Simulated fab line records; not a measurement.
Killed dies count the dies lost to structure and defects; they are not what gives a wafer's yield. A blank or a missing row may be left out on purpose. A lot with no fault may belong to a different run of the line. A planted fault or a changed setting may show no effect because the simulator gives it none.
A lot that was struck, set against a sound lot    flow n5_finfet    38 out of 1938 route steps
Sound: the wafers L781.2, L781.3, L781.5. Struck: wafer L787.6. (L787.2 of the same lot was not struck and is left out.) The cause comes at the end.
Order at every step that has rows: each side's tool, ch and its chambers, its first start. Under that, the readings that differ: sound wafers    struck wafers    difference of the means    sigmas: that difference in standard deviations of wafers without a fault.
alike: words and numbers the same on both sides, and readings whose means are apart by under 2 such deviations; not compared: readings that were withheld, readings missing a value for some wafer, numbers with overlapping values and no deviation given by the record, and bounds like >300 which may hide the same value.
A row with sigmas, a row that says differs or no value, or rows on one side alone: a step with any of these is where the two part. Numbers that have no deviation but don't overlap get no sigmas and don't part them. Lack of a reading on every wafer of one side parts them only where that side has two or more wafers.

first, 11 steps without rows for these wafers: N5_FIN_SAQP_DESCUM_21 (chemistry O2, time 7.9 s); N5_FIN_SAQP_ETCH_51 (etches SiARC in CF4, target depth 45.5 nm, time 75.8 s); N5_FIN_SAQP_ETCH_52 (etches SOC in N2/H2, target depth 100 nm, overetch 20 nm, time 150 s); N5_FIN_SAQP_STRIP_53 (strips in N2/H2); N5_FIN_SAQP_HM_OPEN_73 (chemistry CHF3/O2, target SiO2, stops on a-Si, target depth 12 nm, time 16.8 s); N5_FIN_SAQP_STRIP_74 (strips in CHF3/O2); N5_FIN_SAQP_MANDREL_ETCH_22 (etches a-Si in HBr/Cl2, stops on SiNx, target depth 60 nm, bt time 10 s, time 30 s); N5_FIN_SAQP_STRIP_55 (strips in N2/H2); N5_FIN_SAQP_STRIP_23 (strips in SPM, time 750 s); N5_FIN_SAQP_SRD_66 (time 30 s); N5_FIN_SAQP_RECESS_75 (chemistry HF/NH3, target SiO2, target depth 14.4 nm, afs cycles 3, sublimation time 60 s).
N5_FIN_SAQP_SPACER1_ALD_24: deposits SiO2, target thk 20.3 nm, pulse time 1 s, purge time 2 s.
  sound on ald_sin-01 ch 2,3, day 2 17:11; struck on ald_sin-01 ch 3, day 4 05:07
reading                                            sound           struck  difference  sigmas
ald_cycles                                         218 218 218     254     +36         
heater_power_w (W)                                 403 541 410     539     +88         +2
model.SiO2_of_FIN_SAQP_SPACER1_ALD_24.thk_nm (nm)  20.2 20.4 20.2  23.8    +3.5        
  alike: precursor_pulse_height_rel
then, 1 step without rows for these wafers: N5_FIN_SAQP_SPACER1_ETCHBACK_25 (etches SiO2 in CHF3/O2, target depth 24.4 nm, time 12.2 s).
N5_FIN_SAQP_MANDREL1_REMOVE_56: chemistry HBr/Cl2/O2, target a-Si, stops on SiNx, bt time 10 s.
  sound on rie_si-02 ch 1,3, day 2 18:00; struck on rie_si-01 ch 0, day 4 05:56
reading                    sound           struck  difference  sigmas
model.FIN_SAQP.cd_nm (nm)  20.2 20.4 20.2  23.6    +3.3        
  alike: O2_flow_sccm, drypump_motor_current_A, he_backside_leak_sccm, oes_product_au, throttle_valve_pct
  not compared: rf_hours_counter_h
N5_FIN_SAQP_CD_MEAS_27: target cd 20 nm.
  sound on cd_sem-02 ch 0, day 2 18:07; struck on cd_sem-02 ch 0, day 4 06:02
reading     sound              struck  difference  sigmas
cd_nm (nm)  20.33 20.23 20.17  23.66   +3.42       +16
then, 21 steps without rows for these wafers: N5_FIN_SAQP_ETCH_57 (etches SiNx in CH3F/O2, target depth 32.5 nm, time 46.4 s); N5_FIN_SAQP_ETCH_65 (etches SiO2 in CF4, target depth 4 nm, time 4.4 s); N5_FIN_SAQP_MANDREL_ETCH_58 (etches a-Si in HBr/Cl2, stops on SiNx, target depth 45 nm, bt time 10 s, time 27 s); N5_FIN_SAQP_RECESS_63 (chemistry HF/NH3, target SiO2, target depth 18 nm, afs cycles 3, sublimation time 60 s); N5_FIN_SAQP_COAT_68 (time 60 s, resist thk 100 nm); N5_FIN_SAQP_ETCH_69 (etches SOC in N2/H2, stops on SiNx, target depth 150 nm); N5_FIN_SAQP_ETCH_67 (etches SiNx in CH3F/O2, target depth 30 nm); N5_FIN_SAQP_STRIP_70 (strips in N2/H2); N5_FIN_SAQP_RECESS_71 (chemistry HF/NH3, target SiO2, target depth 3 nm, afs cycles 1, sublimation time 60 s); N5_FIN_SAQP_SPACER2_ALD_28 (deposits SiO2, target thk 8.1 nm, pulse time 1 s, purge time 2 s); N5_FIN_SAQP_SPACER2_ETCHBACK_29 (etches SiO2 in CHF3/O2, target depth 12.2 nm, time 6.1 s); N5_FIN_SAQP_MANDREL2_REMOVE_60 (chemistry HBr/Cl2/O2, target a-Si, stops on SiNx, bt time 10 s); N5_FIN_SAQP_HM_OPEN_33 (chemistry CH3F/O2, target SiNx, target depth 49.4 nm, time 70.6 s); N5_FIN_SAQP_ETCH_34 (etches SiO2 in C4F6/O2, target depth 45 nm, time 15 s); N5_FIN_SAQP_STRIP_77 (strips in N2/H2, time 90 s); N5_FIN_SAQP_ETCH_64 (etches SiO2 in CF4, target depth 1.5 nm); N5_FIN_SAQP_FIN_ETCH_36 (etches the open film in HBr/Cl2/O2, target depth 120 nm, time 50.4 s); N5_FIN_SAQP_PRECLEAN_38 (cleans in O3/DIW, time 45 s); N5_FIN_SAQP_PRECLEAN_45 (cleans in dHF, time 10 s); N5_FIN_SAQP_SRD_39 (time 30 s); N5_FIN_CUT_COAT_18 (time 60 s, resist thk 230 nm).
N5_BEOL_M4_RC_MEAS_101:
  the record has rows for the sound wafers here (prober-02 ch 0, day 8 07:23) and none for the struck ones
-- record jumps: 11 days separate the struck wafers' starts on either side; left off in module BEOL_M4, taken up again in module PASSIVATION, whose first shown step is the route's number 1936 --
N5_PASSIVATION_PROBE_49:
  record: rows for the struck wafers here (prober-02, day 14 20:56), none for the sound ones

WHERE THEY PART
First at N5_FIN_SAQP_SPACER1_ALD_24; last, within this record, at N5_PASSIVATION_PROBE_49.

WHY: what the simulator had put in
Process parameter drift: ald_sin-01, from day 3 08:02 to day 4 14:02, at N5_FIN_SAQP_SPACER1_ALD_24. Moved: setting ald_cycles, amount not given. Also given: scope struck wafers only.
